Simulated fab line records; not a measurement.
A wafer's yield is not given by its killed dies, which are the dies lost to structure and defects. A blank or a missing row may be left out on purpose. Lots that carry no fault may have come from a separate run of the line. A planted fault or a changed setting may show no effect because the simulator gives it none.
Chamber matching    flow n5-finfet    rie-diel-02 running N5_BEOL_M11_ETCH_66: 4 sister chambers
The step etches SOC in N2/H2, target depth 120 nm, overetch 24 nm, time 180 s. 4 wafers are shown with their chamber, then 9 later ones without.

== WAFERS WITH THEIR CHAMBER ==
wafer   chamber  showerhead-plenum-p-Torr (Torr)
L082.2  2        2.52
L085.3  3        2.42
L085.5  1        2.44
L085.6  0        2.49

== WAFERS WHOSE CHAMBER IS MISSING ==
wafer   showerhead-plenum-p-Torr (Torr)
L087.2  2.44
L087.4  2.51
L087.6  2.41
L086.1  2.51
L086.2  2.49
L086.5  2.44
L090.1  2.44
L090.5  2.49
L090.6  2.44

== THE CHAMBER EACH PASSED THROUGH ==
wafer   from the rows above      in truth
L087.2  1                        1
L087.4  can't be placed: 2 or 0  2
L087.6  3                        3
L086.1  can't be placed: 2 or 0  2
L086.2  0                        0
L086.5  1                        1
L090.1  1                        1
L090.5  0                        0
L090.6  1                        1
Correct placement for 7 of the 9. Unplaceable from these rows: 2, with the true chamber sitting among the candidates in 2. Placed wrongly: 0.
How it was worked out, from the rows above alone: a wafer's distance from a chamber is the root of the sum, over the readings, of the square of ((its reading less the chamber's mean) divided by the reading's scatter). The wafer belongs to the nearest chamber; if the next one is less than 2 further off, it can't be placed. The mean given for a chamber averages the wafers shown for that chamber. The scatter: root of mean squared gap, hidden wafer to nearest shown wafer, with one shown wafer a chamber.
